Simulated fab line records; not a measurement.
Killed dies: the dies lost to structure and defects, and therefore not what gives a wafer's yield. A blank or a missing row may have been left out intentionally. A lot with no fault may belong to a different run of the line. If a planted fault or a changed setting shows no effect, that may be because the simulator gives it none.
Problem report in the 8D (eight disciplines) form, filled by code	flow n5Finfet	the parts of the form that need people (team, actions taken, sign-off) are left out

== 1. WHAT IS WRONG ==
Mean of heaterPowerTotalW at N5_BEOL_M14_COAT_65: 862.3 W across 9 wafers in 3 lots; on wafers with no fault it is 500.5 W (standard deviation 1.8). That is +99 or more standard deviations from the usual mean.
The step: time 60 s, resist thk 450 nm.
Earliest sighting: wafer L647.1 on lithoTrack-01 at day 13 14:41. At this step, 33 wafers from 11 lots have a number in the record. By rule, "out" or "out of limits" means more than 4 standard deviations away from the usual mean. The rest of the wafers with a number are treated as sound.

== 2. WHAT IT IS, WHAT IT ISN'T ==
question	is	is not
which readings at this step	heaterPowerTotalW, plateTempC	-
which lots	L646, L647, L649	L641, L642, L644, L652, L657, L659, L660, L661
which wafers of those lots	all that have a number	-
read on which tools	lithoTrack-01	lithoTrack-05
when	from day 13 14:41	up to then (9 sound wafers); but 15 sound wafers of L652, L657, L659, L660, L661 came after

== 3. SUSPECTS, AND WHAT RULES EACH OUT ==
Counting: a tool at a process step up to the reading stays a suspect if it ran every lot that is out and no sound lot after the first of them.
- lithoTrack-01 at N5_BEOL_M14_COAT_65 (time 60 s, resist thk 450 nm): ruled out as a lasting fault. Sound lots L661 ran on it after its first lot that is out, L647 (day 13 14:41).
Left after counting: nothing in the record.

== 4. THE CAUSE (what the simulator had put in) ==
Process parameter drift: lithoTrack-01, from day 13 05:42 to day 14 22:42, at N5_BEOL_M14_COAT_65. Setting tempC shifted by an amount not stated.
Counting ruled it out, wrongly.

== 5. THE CHAIN OF EFFECTS, in route order ==
Rows list readings where the struck wafers' mean (over those with a number) sits beyond 3 standard deviations from the usual. Only readings whose record carries a usual standard deviation are examined. hours: median over the lots of the time between each lot's start at the first step of this table that gives one and its start at this step. sigmas: the change, counted in usual standard deviations.
hours	step	reading	usual	on struck wafers	change	sigmas
0	N5_BEOL_M14_COAT_65	heaterPowerTotalW	500.5 W	862.3	+361.8	+99 or more
0	N5_BEOL_M14_COAT_65	plateTempC	250.02 C	272.48	+22.46	+99 or more
Here are the process steps it includes:
- N5_BEOL_M14_COAT_65: time 60 s, resist thk 450 nm.
Later measuring or inspecting steps at which every struck wafer that the step has a row for has a number for every such reading, and none has moved that far: N5_BEOL_M14_OVL_MEAS_29.

== 6. HOW IT WOULD HAVE BEEN CAUGHT EARLIER ==
In this record the first reading out of limits was taken at day 13 14:41, 9 hours after the fault began at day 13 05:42.
